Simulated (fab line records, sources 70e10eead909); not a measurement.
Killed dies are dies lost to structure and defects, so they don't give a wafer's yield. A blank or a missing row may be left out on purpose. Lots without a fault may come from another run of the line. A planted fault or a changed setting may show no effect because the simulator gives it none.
fab line records | flow nand_harc
record lots=24 wafers=72 last_day=33
route steps=1302 shown A_STAIRCASE@886 A_SGD_CUT@905 A_SLIT@933
lots that met no fault: from a run of the same line without faults
start_h: hours from the record's first day to the start of the lot's first wafer shown | wait_h: hours since the lot's step before | " the same as in the row above | L1.1+2: a row that stands for several wafers | - no value, or no start given | * or withheld: withheld | < > ~ a bound
route shown NAME@n: a module of which the file shows steps, and the number in the route of the first | usual: mean/standard deviation of fault-free wafers | same: alike in all rows | chamber/n: place in a boat | sites: the reading at each site | _std_site: their standard deviation | _edge_site: outer sites' mean less inner sites' | radius_mm: how far each site lies from the wafer's centre | mask NAME#n: copy n | behind: the tool/chamber that last shaped the wafer | hold: why the lot was held/for how many hours/how that ended | device: the transistor (n, p or np) that didn't switch | end of line: the same wafers' tests at the end of the route | a step without rows: its recipe alone | killed: dies lost to structure and defects at the first sort, not the wafer's yield | map: a wafer's dies, x killed, . not, _ none there
set.NAME: the setting as run; set.NAME@STEP: as run at that earlier step | model.NAME: the simulator's own value behind a step, which no gauge read
steps of the route over a sample of lots; a table a step, a row a wafer
services: from which hour (start_h, from the record's first day; less than 0 if before it) a tool's chamber was out of use, for how many hours, and why
## steps
# step NHARC_A_STAIRCASE_CMP_472
# recipe material=SiO2
# usual motor_current_A=11.6/1.1
# columns lot.wafer tool chamber start_h wait_h motor_current_A
L074.1 cmp-03 3 426.64 0.2 12.7
L074.6 " 2 " " 9.8
L074.5 " 3 " " 12.6
L075.1 cmp-03 2 441.34 0.2 10.2
L075.2 " 3 " " 12.7
L075.5 " 3 " " 12.2
L076.1 cmp-02 2 453.07 0.2 11.9
L076.3 " 1 " " 12.2
L076.5 " 2 " " 11.9
L078.4 cmp-03 2 459.00 0.1 9.9
L078.2 " 3 " " 12.5
L078.1 " 0 " " 13.4
L077.2 cmp-04 0 476.07 0.2 10.0
L077.1 " 2 " " 12.2
L077.6 " 1 " " 12.6
L080.4 cmp-04 3 486.87 0.1 10.9
L080.2 " 1 " " 12.7
L080.5 " 3 " " 10.5
L079.4 cmp-02 1 498.97 0.1 12.0
L079.2 " 2 " " 11.8
L079.3 " 3 " " 10.9
L081.3 cmp-02 1 508.62 0.2 11.6
L081.4 " 3 " " 11.5
L081.6 " 0 " " 13.4
L082.2 cmp-04 3 514.48 0.3 9.7
L082.5 " 1 " " 12.6
L082.6 " 2 " " 12.0
L084.4 cmp-04 1 529.46 0.2 13.0
L084.1 " 3 " " 10.5
L084.6 " 0 " " 10.7
L083.1 cmp-03 0 534.97 0.3 12.8
L083.5 " 1 " " 11.4
L083.6 " 2 " " 10.3
L086.1 cmp-02 1 545.68 0.2 11.8
L086.3 " 2 " " 11.6
L086.2 " 0 " " 12.8
L085.3 cmp-03 2 545.85 0.2 9.6
L085.2 " 3 " " 12.1
L085.5 " 2 " " 10.0
L088.1 cmp-03 2 568.56 0.2 9.5
L088.3 " 0 " " 12.8
L088.6 " 3 " " 12.1
L087.3 cmp-02 3 568.97 0.2 11.4
L087.4 " 0 " " 13.3
L087.6 " 2 " " 12.1
L089.4 cmp-04 1 569.14 0.2 12.6
L089.1 " 3 " " 10.5
L089.6 " 1 " " 12.8
L091.1 cmp-02 2 586.56 0.3 12.1
L091.5 " 1 " " 11.9
L091.6 " 2 " " 12.4
L090.3 cmp-02 3 586.88 0.2 11.6
L090.1 " 1 " " 12.5
L090.6 " 3 " " 11.5
L092.4 cmp-04 0 624.92 0.2 11.4
L092.3 " 1 " " 11.9
L092.1 " 3 " " 10.3
L093.2 cmp-04 2 625.22 0.2 11.7
L093.3 " 0 " " 10.6
L093.6 " 3 " " 10.3
L094.3 cmp-03 1 637.95 0.2 11.4
L094.4 " 0 " " 12.2
L094.6 " 2 " " 9.0
L095.3 cmp-04 3 647.11 0.2 10.3
L095.2 " 1 " " 12.6
L095.6 " 0 " " 10.5
L096.4 cmp-03 0 654.50 0.1 13.5
L096.3 " 2 " " 9.9
L096.6 " 0 " " 12.6
L097.1 cmp-04 1 661.94 0.2 12.5
L097.3 " 3 " " 10.6
L097.6 " 1 " " 13.1
# step NHARC_A_SGD_CUT_ETCH_58
# recipe target_depth_a=390 over_etch_frac=0.3 time_s=65 ion_energy_ev=80 cf4_flow_sccm=150 ar_flow_sccm=0 rf_w=300 bias_w=100 chemistry=CF4
# usual drypump_motor_current_A=5.5/0.54 oes_product_au=1.004/0.012 rf_vpp_V=150.9/1.1 showerhead_plenum_p_Torr=1.74/0.059 throttle_valve_pct=13.285/0.009
# same over_etch_frac=0.3
# columns lot.wafer tool chamber start_h wait_h drypump_motor_current_A oes_product_au rf_hours_counter_h rf_vpp_V showerhead_plenum_p_Torr throttle_valve_pct
L074.1 rie_diel-11 1 428.09 0.1 6.5 0.992 15 149.3 1.75 13.296
L074.5 " 0 " " 5.4 1.016 - 150.0 1.68 13.294
L074.6 " 1 " " 6.5 0.984 - 150.3 1.75 13.292
L075.2 rie_diel-11 0 442.74 0.1 5.4 1.008 0 151.2 1.68 13.303
L075.1 " 2 " " 4.8 1.006 0 149.9 1.68 13.289
L075.5 " 1 " " 6.5 0.991 - 151.1 1.75 13.287
L076.1 rie_diel-01 0 454.39 0.1 4.9 1.003 3 149.8 1.74 13.287
L076.3 " 1 " " 5.7 0.994 3 150.1 1.69 13.286
L076.5 " 1 " " 5.7 1.007 - 150.2 1.69 13.286
L078.1 rie_diel-11 3 460.53 0.1 6.2 0.998 2 151.7 1.75 13.279
L078.4 " 0 " " 5.4 1.011 2 152.0 1.68 13.294
L078.2 " 2 " " 4.8 0.991 2 150.0 1.68 13.290
L077.2 rie_diel-11 3 477.48 0.1 6.2 1.000 3 152.3 1.75 13.280
L077.1 " 0 " " 5.5 1.011 3 148.7 1.68 13.276
L077.6 " 3 " " 6.2 1.002 - 151.4 1.75 13.288
L080.4 rie_diel-03 2 488.25 0.1 5.0 1.000 1 151.4 1.71 13.290
L080.2 " 0 " " 5.4 1.030 0 149.0 1.68 13.280
L080.5 " 1 " " 5.4 0.992 - 151.1 1.76 13.282
L079.3 rie_diel-01 0 500.24 0.1 4.9 1.022 5 151.9 1.74 13.274
L079.4 " 1 " " 5.7 1.001 4 151.6 1.69 13.269
L079.2 " 2 " " 5.9 0.999 4 151.2 1.86 13.292
L081.3 rie_diel-11 3 509.89 0.1 6.2 0.999 5 150.2 1.75 13.293
L081.4 " 0 " " 5.5 1.011 5 150.2 1.68 13.263
L081.6 " 3 " " 6.2 0.996 - 150.6 1.75 13.280
L082.2 rie_diel-11 3 515.83 0.1 6.2 1.004 6 150.8 1.75 13.277
L082.6 " 1 " " 6.5 0.989 - 150.6 1.75 13.288
L082.5 " 2 " " 4.8 1.011 - 149.9 1.68 13.292
L084.1 rie_diel-11 0 530.84 0.1 5.5 1.014 7 149.2 1.68 13.277
L084.4 " 1 " " 6.5 0.971 7 151.4 1.75 13.282
L084.6 " 3 " " 6.2 0.993 - 150.0 1.74 13.288
L083.1 rie_diel-01 0 536.33 0.1 4.9 1.008 7 151.0 1.74 13.284
L083.5 " 1 " " 5.7 0.993 - 149.9 1.69 13.294
L083.6 " 2 " " 5.9 1.007 - 151.2 1.86 13.288
L086.1 rie_diel-03 1 547.08 0.1 5.4 0.999 6 151.0 1.76 13.276
L086.2 " 2 " " 5.0 0.986 5 150.1 1.71 13.284
L086.3 " 0 " " 5.4 1.016 6 150.8 1.68 13.273
L085.3 rie_diel-01 1 547.25 0.1 5.7 1.000 6 152.0 1.69 13.278
L085.2 " 2 " " 5.9 1.007 7 152.5 1.85 13.277
L085.5 " 0 " " 4.9 1.005 - 148.8 1.74 13.300
L088.3 rie_diel-11 3 569.97 0.1 6.2 1.007 9 150.4 1.74 13.266
L088.1 " 2 " " 4.8 1.010 10 149.8 1.68 13.283
L088.6 " 0 " " 5.5 1.017 - 151.7 1.68 13.276
L087.3 rie_diel-03 2 570.36 0.1 5.0 1.000 7 150.7 1.71 13.286
L087.4 " 2 " " 5.0 0.991 - 149.7 1.71 13.292
L087.6 " 0 " " 5.4 1.019 - 151.9 1.68 13.283
L089.1 rie_diel-01 0 570.52 0.1 4.9 1.017 0 150.6 1.74 13.293
L089.4 " 3 " " 4.8 0.998 0 153.4 1.85 13.296
L089.6 " 1 " " 5.7 1.005 - 149.8 1.69 13.287
L091.1 rie_diel-03 0 587.95 0.1 5.4 1.026 8 150.2 1.68 13.286
L091.6 " 2 " " 5.0 0.995 - 151.6 1.71 13.290
L091.5 " 3 " " 5.3 0.994 - 151.6 1.76 13.276
L090.1 rie_diel-01 0 588.26 0.1 5.0 1.014 1 151.7 1.74 13.290
L090.3 " 2 " " 5.9 0.989 1 152.3 1.85 13.287
L090.6 " 0 " " 4.9 1.000 - 151.3 1.74 13.299
L092.1 rie_diel-03 2 626.32 0.1 5.0 0.978 11 151.3 1.71 13.279
L092.3 " 0 " " 5.4 1.012 11 150.4 1.68 13.289
L092.4 " 1 " " 5.4 1.002 10 151.1 1.76 13.272
L093.2 rie_diel-01 2 626.64 0.1 5.9 1.000 2 151.9 1.85 13.272
L093.3 " 3 " " 4.8 1.001 2 152.3 1.85 13.289
L093.6 " 1 " " 5.7 1.017 - 150.1 1.69 13.276
L094.3 rie_diel-01 3 639.35 0.1 4.8 1.009 3 153.3 1.85 13.286
L094.4 " 0 " " 4.9 1.014 3 151.5 1.74 13.279
L094.6 " 0 " " 4.9 1.013 - 150.5 1.74 13.276
L095.3 rie_diel-11 1 648.42 0.1 6.4 0.998 3 151.2 1.75 13.287
L095.2 " 2 " " 4.8 1.006 3 149.1 1.68 13.285
L095.6 " 1 " " 6.5 0.998 - 151.7 1.74 13.262
L096.4 rie_diel-01 3 655.93 0.1 4.8 1.004 4 153.0 1.85 13.302
L096.3 " 0 " " 5.0 1.006 4 149.7 1.74 13.289
L096.6 " 0 " " 5.0 0.999 - 150.4 1.74 13.287
L097.1 rie_diel-01 3 663.21 0.1 4.8 1.000 4 152.4 1.85 13.277
L097.3 " 0 " " 4.9 1.004 5 150.7 1.74 13.288
L097.6 " 2 " " 5.9 0.981 - 152.0 1.85 13.300
# step NHARC_A_SGD_CUT_STRIP_28
# recipe time_s=20 o2_flow_sccm=500 ar_flow_sccm=0 bias_w=0 chemistry=O2
# usual drypump_motor_current_A=5.4/0.46 o2_flow_sccm=500.0/1.4 oes_product_au=1.004/0.011 rf_vpp_V=57.7/0.88 showerhead_plenum_p_Torr=3.49/0.12 throttle_valve_pct=17.037/0.0092
# columns lot.wafer tool chamber start_h wait_h drypump_motor_current_A o2_flow_sccm oes_product_au rf_hours_counter_h rf_vpp_V showerhead_plenum_p_Torr throttle_valve_pct
L074.1 rie_diel-01 0 434.90 0.1 4.9 499.2 1.009 2.8 58.9 3.48 17.041
L074.6 " 0 " " 4.9 498.2 1.001 - 56.9 3.48 17.039
L074.5 " 3 " " 4.8 501.3 1.016 - 58.1 3.69 17.032
L075.1 rie_diel-01 0 449.20 0.1 4.9 501.4 1.010 3.2 58.4 3.48 17.035
L075.2 " 1 " " 5.7 498.8 1.004 3.0 56.9 3.38 17.030
L075.5 " 0 " " 4.9 499.4 1.001 - 57.0 3.48 17.044
L076.3 rie_diel-01 2 - - 5.9 501.3 1.017 2.9 57.0 3.70 17.051
L076.1 " 3 " " 4.8 500.5 1.020 3.6 57.5 3.69 17.032
L076.5 " 1 " " 5.7 500.2 0.996 - 57.6 3.38 17.039
L078.1 rie_diel-01 2 - - 5.9 498.6 1.000 3.0 58.2 3.70 17.033
L078.2 " 3 " " 4.8 501.7 1.015 3.7 56.9 3.69 17.050
L078.4 " 1 " " 5.7 499.3 0.983 3.7 57.8 3.38 17.041
L077.1 rie_diel-01 1 - - 5.7 499.2 0.990 4.1 58.6 3.38 17.024
L077.2 " 2 " " 5.9 500.4 1.003 4.0 58.9 3.70 17.028
L077.6 " 2 " " 5.9 499.5 1.008 - 57.9 3.70 17.047
L080.4 rie_diel-03 3 - - 5.3 503.1 0.996 1.2 57.5 3.51 17.045
L080.2 " 0 " " 5.4 500.9 1.020 1.2 55.8 3.35 17.039
L080.5 " 1 " " 5.5 498.9 0.999 - 59.9 3.51 17.036
L079.3 rie_diel-11 3 - - 6.3 501.6 0.999 5.2 57.0 3.48 17.026
L079.4 " 0 " " 5.5 497.6 1.005 5.2 57.1 3.35 17.044
L079.2 " 2 " " 4.8 500.6 1.001 5.3 57.9 3.35 17.024
L081.3 rie_diel-01 2 - - 5.9 501.9 1.007 5.1 58.7 3.70 17.037
L081.4 " 0 " " 4.9 498.2 1.018 6.0 58.0 3.48 17.036
L081.6 " 2 " " 6.0 500.6 1.006 - 59.2 3.70 17.038
L082.2 rie_diel-03 3 - - 5.3 499.0 0.996 2.9 56.6 3.51 17.048
L082.6 " 1 " " 5.4 498.9 1.002 - 59.5 3.51 17.055
L082.5 " 2 " " 5.1 499.5 0.982 - 58.5 3.41 17.020
L084.1 rie_diel-11 2 - - 4.8 502.4 0.997 8.4 56.9 3.35 17.044
L084.4 " 0 " " 5.5 501.2 1.012 8.1 58.1 3.35 17.042
L084.6 " 3 " " 6.2 500.6 0.997 - 58.6 3.48 17.030
L083.1 rie_diel-03 2 - - 5.0 501.7 0.980 5.2 59.0 3.41 17.023
L083.6 " 1 " " 5.4 498.8 0.998 - 58.6 3.51 17.045
L083.5 " 2 " " 5.1 501.5 0.982 - 56.5 3.41 17.049
L086.3 rie_diel-03 1 - - 5.4 496.9 1.004 6.9 57.7 3.51 17.046
L086.2 " 2 " " 5.0 499.2 0.986 6.2 56.6 3.41 17.035
L086.1 " 0 " " 5.4 497.9 1.009 6.5 56.6 3.35 17.026
L085.2 rie_diel-11 3 - - 6.2 498.2 1.002 9.0 57.3 3.48 17.027
L085.3 " 0 " " 5.5 499.5 1.010 9.2 56.9 3.35 17.038
L085.5 " 2 " " 4.8 499.1 1.014 - 56.5 3.35 17.045
L088.1 rie_diel-03 2 576.44 0.1 5.0 501.1 1.003 8.0 57.4 3.41 17.042
L088.3 " 3 " " 5.3 501.1 1.003 7.4 57.4 3.51 17.045
L088.6 " 2 " " 5.0 500.9 0.998 - 58.6 3.41 17.043
L089.1 rie_diel-01 3 - - 4.8 496.9 1.014 0.7 57.6 3.69 17.039
L089.4 " 1 " " 5.7 500.9 1.016 0.7 58.2 3.38 17.019
L089.6 " 0 " " 4.9 498.0 1.011 - 57.7 3.48 17.036
L087.4 rie_diel-01 2 - - 5.9 498.6 0.992 0.8 59.6 3.70 17.031
L087.3 " 3 " " 4.8 498.5 1.001 0.7 58.0 3.69 17.036
L087.6 " 1 " " 5.7 502.3 1.004 - 57.3 3.38 17.042
L091.1 rie_diel-03 0 - - 5.4 500.8 1.029 8.9 56.0 3.35 17.032
L091.6 " 2 " " 5.0 502.0 0.979 - 57.1 3.41 17.041
L091.5 " 3 " " 5.3 501.0 1.001 - 57.4 3.51 17.034
L090.1 rie_diel-01 2 - - 5.9 500.0 1.001 1.4 58.0 3.70 17.034
L090.3 " 3 " " 4.8 500.4 0.994 1.3 59.0 3.69 17.038
L090.6 " 0 " " 5.0 498.5 1.019 - 57.2 3.48 17.044
L093.2 rie_diel-03 0 - - 5.4 500.5 1.017 11.6 57.0 3.35 17.034
L093.3 " 1 " " 5.4 499.8 1.007 11.0 58.1 3.51 17.027
L093.6 " 3 " " 5.3 499.7 1.003 - 58.2 3.51 17.023
L092.4 rie_diel-01 1 - - 5.8 500.8 1.013 3.0 57.6 3.38 17.028
L092.3 " 2 " " 6.0 498.7 1.008 2.8 59.1 3.70 17.039
L092.1 " 0 " " 4.9 502.8 1.002 3.0 56.6 3.47 17.033
L094.3 rie_diel-01 3 - - 4.8 498.3 0.998 3.8 56.3 3.69 17.029
L094.4 " 1 " " 5.7 500.6 1.011 3.9 57.2 3.38 17.028
L094.6 " 3 " " 4.8 500.1 1.000 - 58.2 3.69 17.021
L095.3 rie_diel-11 2 - - 4.8 498.3 1.002 3.9 57.6 3.35 17.042
L095.2 " 0 " " 5.5 497.8 1.018 3.9 58.3 3.35 17.041
L095.6 " 2 " " 4.8 501.2 1.006 - 57.6 3.35 17.039
L096.4 rie_diel-03 1 - - 5.5 500.7 1.000 1.9 57.9 3.50 17.035
L096.3 " 3 " " 5.3 500.8 1.007 1.9 57.5 3.51 17.034
L096.6 " 2 " " 5.1 499.3 0.997 - 56.5 3.40 17.032
L097.3 rie_diel-03 2 - - 5.1 498.8 1.001 2.0 57.1 3.40 17.045
L097.1 " 1 " " 5.4 499.2 1.007 2.2 57.7 3.50 17.047
L097.6 " 3 " " 5.3 499.8 1.015 - 58.1 3.51 17.041
# step NHARC_A_SLIT_CD_MEAS_09
# recipe target_cd_nm=300 landing_energy_ev=500
# usual cd_nm=300.5/0.76
# columns lot.wafer tool chamber start_h wait_h cd_nm
L074.1 cd_sem-02 0 442.25 - 300.5
L074.5 " 0 " " 299.4
L074.6 " 0 " " 301.2
L075.1 cd_sem-02 0 454.19 - 302.0
L075.2 " 0 " " 299.8
L075.5 " 0 " " 301.1
L076.1 cd_sem-02 0 465.93 - 300.0
L076.3 " 0 " " 300.2
L076.5 " 0 " " 299.6
L078.1 cd_sem-01 0 472.65 - 301.7
L078.2 " 0 " " 300.7
L078.4 " 0 " " 300.8
L077.1 cd_sem-01 0 491.28 - 299.3
L077.2 " 0 " " 299.7
L077.6 " 0 " " 300.8
L080.2 cd_sem-03 0 503.10 - 300.4
L080.4 " 0 " " 301.9
L080.5 " 0 " " 301.1
L079.2 cd_sem-03 0 511.85 - 299.6
L079.3 " 0 " " 301.1
L079.4 " 0 " " 300.6
L081.3 cd_sem-03 0 522.39 - 300.7
L081.4 " 0 " " 300.7
L081.6 " 0 " " 301.3
L082.2 cd_sem-01 0 528.60 - 300.4
L082.5 " 0 " " 299.5
L082.6 " 0 " " 299.4
L084.1 cd_sem-03 0 543.99 - 299.7
L084.4 " 0 " " 300.2
L084.6 " 0 " " 300.6
L083.1 cd_sem-02 0 548.27 - 300.3
L083.5 " 0 " " 298.9
L083.6 " 0 " " 299.5
L086.1 cd_sem-03 0 560.35 - 299.4
L086.2 " 0 " " 299.4
L086.3 " 0 " " 301.3
L085.2 cd_sem-03 0 562.78 - 300.1
L085.3 " 0 " " 301.2
L085.5 " 0 " " 300.7
L088.1 cd_sem-03 0 584.92 - 299.7
L088.3 " 0 " " 299.2
L088.6 " 0 " " 300.6
L089.1 cd_sem-03 0 585.16 - 300.8
L089.4 " 0 " " 301.8
L089.6 " 0 " " 299.9
L087.3 cd_sem-03 0 585.77 - 301.4
L087.4 " 0 " " 300.6
L087.6 " 0 " " 300.0
L091.1 cd_sem-03 0 600.59 - 301.8
L091.5 " 0 " " 301.5
L091.6 " 0 " " 301.3
L090.1 cd_sem-01 0 600.94 - 300.6
L090.3 " 0 " " 298.9
L090.6 " 0 " " 300.2
L093.2 cd_sem-02 0 645.06 - 299.9
L093.3 " 0 " " 299.5
L093.6 " 0 " " 300.8
L092.1 cd_sem-03 0 646.49 - 300.9
L092.3 " 0 " " 300.2
L092.4 " 0 " " 301.0
L094.3 cd_sem-01 0 653.57 - 299.6
L094.4 " 0 " " 299.0
L094.6 " 0 " " 301.1
L095.2 cd_sem-02 0 659.70 - 300.1
L095.3 " 0 " " 301.5
L095.6 " 0 " " 299.9
L096.3 cd_sem-01 0 667.84 - 301.2
L096.4 " 0 " " 300.3
L096.6 " 0 " " 299.9
L097.1 cd_sem-01 0 675.66 - 299.6
L097.3 " 0 " " 300.1
L097.6 " 0 " " 298.8
# step NHARC_A_SLIT_OVL_MEAS_10
# usual overlay_x_nm=-0.2/0.77 overlay_y_nm=0.1/0.77
# columns lot.wafer tool chamber start_h wait_h overlay_x_nm overlay_y_nm
L074.1 overlay-01 - 442.34 - -0.3 -0.9
L074.5 " - " " 0.1 -0.7
L074.6 " - " " 0.9 -1.0
L075.1 overlay-01 - 454.28 - -0.7 1.1
L075.2 " - " " -0.8 1.0
L075.5 " - " " -0.9 1.4
L076.1 overlay-02 - 466.02 - 0.6 -0.7
L076.3 " - " " 0.8 -0.7
L076.5 " - " " 0.7 0.0
L078.1 overlay-01 - 472.74 - 0.1 -0.4
L078.2 " - " " -0.4 0.2
L078.4 " - " " -1.3 0.3
L077.1 overlay-01 - 491.37 - -1.2 0.0
L077.2 " - " " -0.7 0.1
L077.6 " - " " -1.1 0.5
L080.2 overlay-02 - 503.19 - 0.7 0.5
L080.4 " - " " 0.8 0.0
L080.5 " - " " 1.0 0.3
L079.2 overlay-02 - 511.94 - -0.8 -0.3
L079.3 " - " " -0.4 -0.7
L079.4 " - " " -0.5 -0.7
L081.3 overlay-02 - 522.47 - 0.3 0.9
L081.4 " - " " -0.1 0.7
L081.6 " - " " 0.0 1.1
L082.2 overlay-01 - 528.70 - 0.5 0.4
L082.5 " - " " 0.3 0.6
L082.6 " - " " 0.1 0.4
L084.1 overlay-02 - 544.07 - 0.0 -0.5
L084.4 " - " " 0.4 -0.8
L084.6 " - " " 1.0 -0.4
L083.1 overlay-02 - 548.36 - -0.7 -0.9
L083.5 " - " " -0.2 -0.5
L083.6 " - " " -0.9 -0.2
L086.1 overlay-01 - 560.44 - 0.4 0.6
L086.2 " - " " -0.2 1.0
L086.3 " - " " 0.7 0.7
L085.2 overlay-02 - 562.87 - -0.8 -0.4
L085.3 " - " " -0.8 0.2
L085.5 " - " " -1.2 -0.1
L088.1 overlay-01 - 585.01 - 1.1 2.4
L088.3 " - " " 1.3 1.8
L088.6 " - " " 1.2 1.7
L089.1 overlay-01 - 585.25 - -1.5 -1.2
L089.4 " - " " -2.0 -0.4
L089.6 " - " " -1.2 -0.7
L087.3 overlay-01 - 585.86 - -0.3 0.1
L087.4 " - " " -0.3 0.6
L087.6 " - " " -0.6 -0.6
L091.1 overlay-02 - 600.68 - -0.3 -0.5
L091.5 " - " " -0.2 -0.4
L091.6 " - " " -0.1 0.0
L090.1 overlay-01 - 601.02 - -0.9 -0.7
L090.3 " - " " -0.6 -0.5
L090.6 " - " " -0.9 -1.0
L093.2 overlay-02 - 645.15 - -0.8 1.1
L093.3 " - " " -1.4 0.6
L093.6 " - " " -1.9 0.7
L092.1 overlay-02 - 646.58 - 0.4 1.8
L092.3 " - " " 0.2 1.0
L092.4 " - " " 0.0 1.2
L094.3 overlay-02 - 653.66 - 0.8 0.6
L094.4 " - " " 0.7 0.1
L094.6 " - " " 0.8 0.3
L095.2 overlay-01 - 659.79 - -0.5 -0.3
L095.3 " - " " -1.1 0.1
L095.6 " - " " -0.7 0.6
L096.3 overlay-01 - 667.93 - 0.0 -1.0
L096.4 " - " " 0.3 -0.4
L096.6 " - " " 0.2 -1.1
L097.1 overlay-01 - 675.75 - 0.4 -0.8
L097.3 " - " " 0.7 -1.1
L097.6 " - " " -0.1 -0.8
# step NHARC_A_SLIT_ETCH_15
# recipe target_depth_a=62000 over_etch_frac=0.3 time_s=1612 ion_energy_ev=150 o2_flow_sccm=400 cos_flow_sccm=20 ar_flow_sccm=0 rf_w=500 bias_w=300 chemistry=O2/COS
# usual drypump_motor_current_A=5.7/0.43 o2_flow_sccm=400.0/1.1 oes_product_au=1.003/0.013 rf_vpp_V=314.6/2.1 showerhead_plenum_p_Torr=3.15/0.14 throttle_valve_pct=28.331/0.0093
# same over_etch_frac=0.3
# columns lot.wafer tool chamber start_h wait_h drypump_motor_current_A o2_flow_sccm oes_product_au rf_hours_counter_h rf_vpp_V showerhead_plenum_p_Torr throttle_valve_pct
L074.1 rie_diel-09 1 - - 6.1 400.8 1.013 4 314.6 3.17 28.338
L074.6 " 1 " " 6.1 397.3 1.003 - 314.6 3.17 28.305
L074.5 " 2 " " 6.0 397.7 0.991 - 312.8 2.94 28.339
L075.1 rie_diel-08 2 - - 5.3 401.7 0.989 4 315.3 3.16 28.337
L075.2 " 0 " " 5.9 401.1 1.019 4 312.2 2.91 28.337
L075.5 " 1 " " 6.1 400.1 1.003 - 315.8 3.16 28.327
L076.3 rie_diel-08 2 - - 5.3 400.0 0.996 5 314.5 3.16 28.311
L076.1 " 1 " " 6.1 399.8 1.016 5 316.5 3.16 28.329
L076.5 " 2 " " 5.3 400.6 1.009 - 314.4 3.16 28.348
L078.2 rie_diel-13 2 - - 5.2 400.7 0.984 8 317.6 3.34 28.336
L078.4 " 0 " " 5.7 398.9 0.975 11 316.6 3.31 28.331
L078.1 " 1 " " 5.8 400.1 0.996 9 312.1 2.99 28.321
L077.1 rie_diel-13 3 - - 5.1 400.3 1.012 11 313.0 3.02 28.310
L077.2 " 0 " " 5.7 399.9 0.981 12 317.1 3.31 28.315
L077.6 " 2 " " 5.2 401.1 0.991 - 317.6 3.34 28.339
L080.4 rie_diel-08 1 - - 6.1 401.9 1.008 6 313.6 3.16 28.322
L080.2 " 0 " " 6.0 399.6 1.015 7 310.9 2.91 28.323
L080.5 " 2 " " 5.3 400.5 1.006 - 315.7 3.16 28.341
L079.4 rie_diel-13 3 - - 5.1 399.8 1.020 13 312.9 3.02 28.326
L079.2 " 1 " " 5.8 398.4 0.994 12 311.5 2.99 28.338
L079.3 " 2 " " 5.2 398.0 0.992 12 316.9 3.34 28.339
L081.3 rie_diel-08 0 - - 6.0 399.6 1.020 7 312.0 2.91 28.319
L081.4 " 1 " " 6.1 396.7 1.021 7 314.3 3.16 28.339
L081.6 " 0 " " 6.0 399.5 1.011 - 311.8 2.91 28.327
L082.2 rie_diel-08 1 - - 6.1 398.0 1.021 8 315.6 3.16 28.322
L082.5 " 3 " " 5.7 400.6 0.996 - 316.0 3.30 28.332
L082.6 " 0 " " 5.9 400.4 1.018 - 310.9 2.91 28.331
L084.4 rie_diel-09 0 - - 4.9 399.3 1.007 1 315.4 3.18 28.323
L084.1 " 2 " " 6.0 398.6 0.970 1 311.1 2.94 28.334
L084.6 " 0 " " 4.8 398.6 0.994 - 316.2 3.18 28.340
L083.1 rie_diel-09 1 - - 6.1 401.0 1.014 1 315.8 3.16 28.315
L083.5 " 2 " " 6.0 400.5 0.986 - 312.3 2.94 28.323
L083.6 " 3 " " 6.1 400.6 1.005 - 317.1 3.28 28.329
L086.2 rie_diel-08 0 - - 6.0 400.0 1.009 0 311.2 2.91 28.328
L086.1 " 2 " " 5.3 399.3 1.006 0 315.5 3.16 28.328
L086.3 " 3 " " 5.7 401.7 1.025 0 315.7 3.30 28.327
L085.2 rie_diel-09 2 - - 6.0 401.4 0.996 3 312.1 2.94 28.336
L085.3 " 0 " " 4.8 399.0 0.997 3 314.1 3.18 28.342
L085.5 " 3 " " 6.1 398.8 1.009 - 316.1 3.28 28.332
L088.1 rie_diel-09 3 - - 6.1 400.6 1.001 5 316.2 3.28 28.338
L088.3 " 0 " " 4.9 398.7 0.997 4 314.2 3.18 28.331
L088.6 " 1 " " 6.1 400.4 1.020 - 315.2 3.16 28.324
L089.1 rie_diel-13 2 - - 5.2 400.8 0.971 3 317.5 3.34 28.315
L089.4 " 0 " " 5.7 401.7 0.995 3 317.3 3.30 28.329
L089.6 " 2 " " 5.2 400.7 0.965 - 319.6 3.34 28.331
L087.3 rie_diel-08 2 - - 5.3 398.8 1.005 1 316.1 3.16 28.342
L087.6 " 1 " " 6.1 399.9 1.016 - 315.1 3.16 28.337
L087.4 " 2 " " 5.3 400.1 0.996 - 313.6 3.15 28.326
L091.1 rie_diel-08 0 - - 6.0 401.0 1.015 2 311.4 2.91 28.351
L091.6 " 2 " " 5.3 399.9 1.004 - 313.1 3.15 28.314
L091.5 " 3 " " 5.7 400.0 1.010 - 315.4 3.30 28.342
L090.3 rie_diel-09 2 - - 6.0 399.2 0.984 6 310.7 2.94 28.331
L090.1 " 1 " " 6.1 402.9 1.018 5 316.1 3.16 28.336
L090.6 " 3 " " 6.1 400.3 0.998 - 318.3 3.28 28.312
L093.2 rie_diel-09 1 - - 6.1 400.9 0.993 6 316.0 3.16 28.325
L093.3 " 2 " " 6.0 400.4 0.982 8 312.2 2.94 28.333
L093.6 " 0 " " 4.9 400.1 1.001 - 315.1 3.17 28.332
L092.1 rie_diel-09 3 - - 6.1 400.8 0.991 9 315.7 3.28 28.335
L092.3 " 1 " " 6.1 400.3 0.997 7 314.1 3.16 28.329
L092.4 " 2 " " 6.0 399.0 0.984 8 312.7 2.94 28.326
L094.3 rie_diel-08 0 - - 5.9 400.9 1.009 3 310.3 2.91 28.340
L094.4 " 2 " " 5.3 398.3 0.993 5 315.3 3.15 28.334
L094.6 " 0 " " 5.9 398.8 1.016 - 310.9 2.91 28.338
L095.3 rie_diel-13 0 - - 5.7 399.9 0.999 7 315.2 3.30 28.346
L095.2 " 1 " " 5.8 399.1 1.000 5 312.2 2.99 28.331
L095.6 " 3 " " 5.1 400.2 1.020 - 312.8 3.01 28.320
L096.4 rie_diel-09 0 - - 4.8 399.7 0.999 9 314.8 3.17 28.318
L096.3 " 1 " " 6.1 400.4 1.026 8 315.7 3.16 28.339
L096.6 " 2 " " 6.0 400.6 0.989 - 312.7 2.94 28.334
L097.3 rie_diel-13 0 - - 5.7 401.0 1.006 8 315.8 3.30 28.331
L097.1 " 1 " " 5.8 400.6 0.990 6 312.5 2.99 28.324
L097.6 " 3 " " 5.1 400.5 1.026 - 313.9 3.01 28.314
## services
# columns tool chamber start_h hours kind
cmp-04 - 408.97 4.0 pm
rie_diel-08 - 410.45 1.1 repair
cmp-04 - 422.21 1.1 repair
rie_diel-01 2 425.74 9.2 repair
rie_diel-11 - 432.51 9.0 pm
rie_diel-01 - 443.40 1.0 repair
rie_diel-01 3 445.28 3.9 repair
cmp-04 - 450.42 0.9 repair
rie_diel-03 2 451.73 11.9 repair
cmp-04 - 454.88 0.7 repair
rie_diel-03 - 458.71 9.0 pm
cmp-04 - 460.72 1.0 repair
rie_diel-11 - 467.52 0.9 repair
rie_diel-01 1 469.50 4.5 repair
rie_diel-08 3 471.08 5.0 repair
rie_diel-11 - 481.56 0.9 repair
rie_diel-01 - 494.67 1.1 repair
rie_diel-01 3 522.29 6.8 repair
rie_diel-01 - 557.80 9.0 pm
rie_diel-03 1 565.57 12.8 repair
rie_diel-11 - 609.51 9.0 pm
rie_diel-03 - 635.71 9.0 pm
rie_diel-03 - 670.81 2.5 repair
rie_diel-01 2 673.23 7.2 repair
## key
fault none
